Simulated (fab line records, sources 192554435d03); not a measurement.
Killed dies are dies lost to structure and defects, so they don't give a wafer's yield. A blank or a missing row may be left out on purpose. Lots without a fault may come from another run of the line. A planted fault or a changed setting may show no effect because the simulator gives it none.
Split-lot experiment | flow n5_finfet | 7 lots, 21 wafers read, on a route of 1938 steps

THE SPLIT
At N5_BEOL_M7_TRENCH_ETCH_37 (etches SiCOH lowk in C4F6/O2, target depth 93.478 nm, time 31.2 s), the setting bias_w was moved away from the recipe's 185 W on 10 of the 21 wafers read, by -16.1% to +9.9%. The other wafers ran this setting at the recipe's value.

The reading is taken at the split's own step.

THE READING
rf_vpp_V, in V, at N5_BEOL_M7_TRENCH_ETCH_37 (etches SiCOH lowk in C4F6/O2, target depth 93.478 nm, time 31.2 s). Fault-free wafers of this fab line usually give 666 V, standard deviation 7.5 V.

wafer  | tool, chamber at the split | bias_w as run, W | against the recipe | rf_vpp_V, V | against lot-mates on the recipe
L074.2 | rie_diel-06, 3             | 203.4            | +9.9%              | 720         | +47
L074.4 | rie_diel-06, 0             | 203.4            | +9.9%              | 727         | +54
L074.6 | rie_diel-06, 2             | 185              | recipe             | 673         | -
L076.1 | rie_diel-01, 1             | 155.2            | -16.1%             | 578         | -93
L076.2 | rie_diel-01, 3             | 155.2            | -16.1%             | 575         | -96
L076.3 | rie_diel-01, 2             | 185              | recipe             | 671         | -
L075.1 | rie_diel-03, 1             | 171.4            | -7.4%              | 621         | -29
L075.3 | rie_diel-03, 0             | 185              | recipe             | 650         | -
L075.4 | rie_diel-03, 2             | 171.4            | -7.4%              | 632         | -18
L078.1 | rie_diel-03, 2             | 168.8            | -8.8%              | 625         | -25
L078.5 | rie_diel-03, 0             | 185              | recipe             | 650         | -
L078.6 | rie_diel-03, 1             | 168.8            | -8.8%              | 612         | -38
L083.3 | rie_diel-03, 1             | 185              | recipe             | 660         | -
L083.5 | rie_diel-03, 2             | 185              | recipe             | 672         | -
L083.6 | rie_diel-03, 1             | 185              | recipe             | 659         | -
L088.2 | rie_diel-01, 3             | 185              | recipe             | 663         | -
L088.3 | rie_diel-01, 2             | 159.3            | -13.9%             | 598         | -65
L088.4 | rie_diel-01, 1             | 159.3            | -13.9%             | 591         | -72
L090.1 | rie_diel-03, 3             | 185              | recipe             | 667         | -
L090.3 | rie_diel-03, 2             | 185              | recipe             | 671         | -
L090.4 | rie_diel-03, 0             | 185              | recipe             | 649         | -

THE FIT
A straight line over all 21 wafers: rf_vpp_V changes by +5.36 V for each +1% of bias_w; r = +0.98; the points scatter about the line by 8.1 V.
The same after taking each lot's own level away (the mean of its wafers on the recipe; 21 wafers): +5.11 V for each +1%; r = +0.97; scatter 9.1 V.
On that fit, the largest move of bias_w shifts the reading by 82 V.
The lots' own levels span 650.0 to 673.0 V, that is 3.1 times the standard deviation above.
So the lot-to-lot level changes the slope little: the two slopes agree.
Check: with one of the wafers moved furthest among these (-16.1%) left out of the fit, the line predicts -77.7 V for it against its lot-mates. It came out at -93 V against them.
Tool readings at the split's step, against how far the setting was moved: rf_vpp_V r = +0.98.

OTHER SPLITS ON THESE WAFERS
These wafers also went through other splits before the reading. Each is held against what the fit with the lots' levels taken away leaves over:
other split on the same wafers    | wafers away from the commonest value | r with rf_vpp_V (lot level and that fit taken away)
N5_BEOL_M2_ETCH_70 time_s         | 6                                    | -0.01
N5_BEOL_M3_COAT_22 spin_rpm       | 5                                    | +0.18
N5_BEOL_M5_COAT_05 spin_rpm       | 7                                    | -0.39
N5_BEOL_M6_HM_DEP_02 target_thk_a | 3                                    | +0.36
N5_BEOL_M6_COAT_59 spin_rpm       | 6                                    | +0.24
N5_BEOL_M7_HM_DEP_02 target_thk_a | 7                                    | +0.11
N5_BEOL_M7_COAT_05 spin_rpm       | 9                                    | +0.09

THE FILE'S OWN FIT
rf_vpp_V changes by +5.03 V for each +1% of bias_w, r = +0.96.
